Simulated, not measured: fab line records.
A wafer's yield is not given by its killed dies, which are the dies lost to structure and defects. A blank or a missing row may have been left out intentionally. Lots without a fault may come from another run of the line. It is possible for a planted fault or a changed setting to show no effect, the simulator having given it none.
Chamber matching    flow nandHarc    NHARC_P_GATE_STRIP_101 on rieDiel-08 has 4 sister chambers
The step strips in O2, time 20 s. 33 wafers are shown with their chamber, then 12 later ones without.

WAFERS WITH THEIR CHAMBER
wafer   chamber  drypumpMotorCurrentA (A)  showerheadPlenumPTorr (Torr)  oesProductAu (a.u.)
L074.3  0        6.3                       3.44                          1.006
L074.4  3        6.2                       3.40                          0.995
L074.5  1        6.1                       3.48                          0.989
L076.2  1        6.1                       3.47                          0.985
L076.3  0        6.3                       3.44                          1.013
L076.6  2        4.9                       3.75                          1.005
L079.1  3        6.2                       3.39                          0.987
L079.4  1        6.2                       3.47                          0.980
L079.5  1        6.1                       3.47                          0.980
L078.1  3        6.2                       3.39                          1.004
L078.3  2        4.9                       3.75                          1.019
L078.4  0        6.3                       3.43                          1.016
L080.2  0        6.3                       3.43                          1.008
L080.5  3        6.2                       3.39                          0.988
L080.6  0        6.3                       3.43                          0.998
L081.2  2        4.9                       3.75                          1.002
L081.4  3        6.2                       3.39                          1.004
L081.6  0        6.3                       3.43                          1.024
L082.1  0        6.3                       3.43                          1.010
L082.2  3        6.2                       3.39                          0.991
L082.6  3        6.2                       3.39                          0.993
L087.2  3        6.2                       3.39                          0.997
L087.4  2        4.9                       3.74                          0.994
L087.5  1        6.2                       3.47                          0.966
L088.1  2        4.9                       3.74                          0.996
L088.3  3        6.2                       3.39                          0.999
L088.6  0        6.3                       3.43                          1.026
L085.1  1        6.1                       3.47                          0.993
L085.2  2        4.9                       3.74                          0.997
L085.3  3        6.2                       3.39                          1.006
L089.3  1        6.2                       3.47                          0.981
L089.5  0        6.3                       3.43                          1.008
L089.6  1        6.2                       3.47                          0.981

SIGNATURES (means of the wafers above)
reading                chamber 0  chamber 1  chamber 2  chamber 3  scatter within a chamber
drypumpMotorCurrentA   6.300      6.150      4.900      6.200      0.0263
showerheadPlenumPTorr  3.4322     3.4713     3.7450     3.3910     0.00408
oesProductAu           1.01211    0.98187    1.00217    0.99640    0.00811
Rule: distance of a wafer from a chamber = root of the sum over the readings of ((wafer's reading minus chamber's mean) / reading's scatter) squared. The wafer belongs to the nearest chamber; if the next one is less than 2 further off, it can't be placed. How the scatter is found: for the shown wafers, subtract from each reading the mean of its chamber, square and add these, divide the total by (wafers less chambers), then take the root.

WAFERS MISSING THEIR CHAMBER
wafer   drypumpMotorCurrentA (A)  showerheadPlenumPTorr (Torr)  oesProductAu (a.u.)
L090.1  6.3                       3.43                          1.020
L090.4  4.9                       3.74                          1.001
L090.5  4.9                       3.74                          0.995
L092.3  4.9                       3.74                          0.994
L092.5  6.1                       3.46                          0.981
L092.6  4.9                       3.74                          1.000
L097.1  6.2                       3.38                          0.993
L097.2  4.9                       3.74                          0.994
L097.6  6.2                       3.38                          0.995
L096.2  6.2                       3.38                          1.002
L096.4  6.2                       3.46                          0.965
L096.5  6.2                       3.38                          0.989

CHAMBER TAKEN BY EACH
wafer   from the rows above  in truth
L090.1  0                    0
L090.4  2                    2
L090.5  2                    2
L092.3  2                    2
L092.5  1                    1
L092.6  2                    2
L097.1  3                    3
L097.2  2                    2
L097.6  3                    3
L096.2  3                    3
L096.4  1                    1
L096.5  3                    3
Correct placement for 12 of the 12. From these rows, 0 cannot be placed. Placed wrongly: 0.
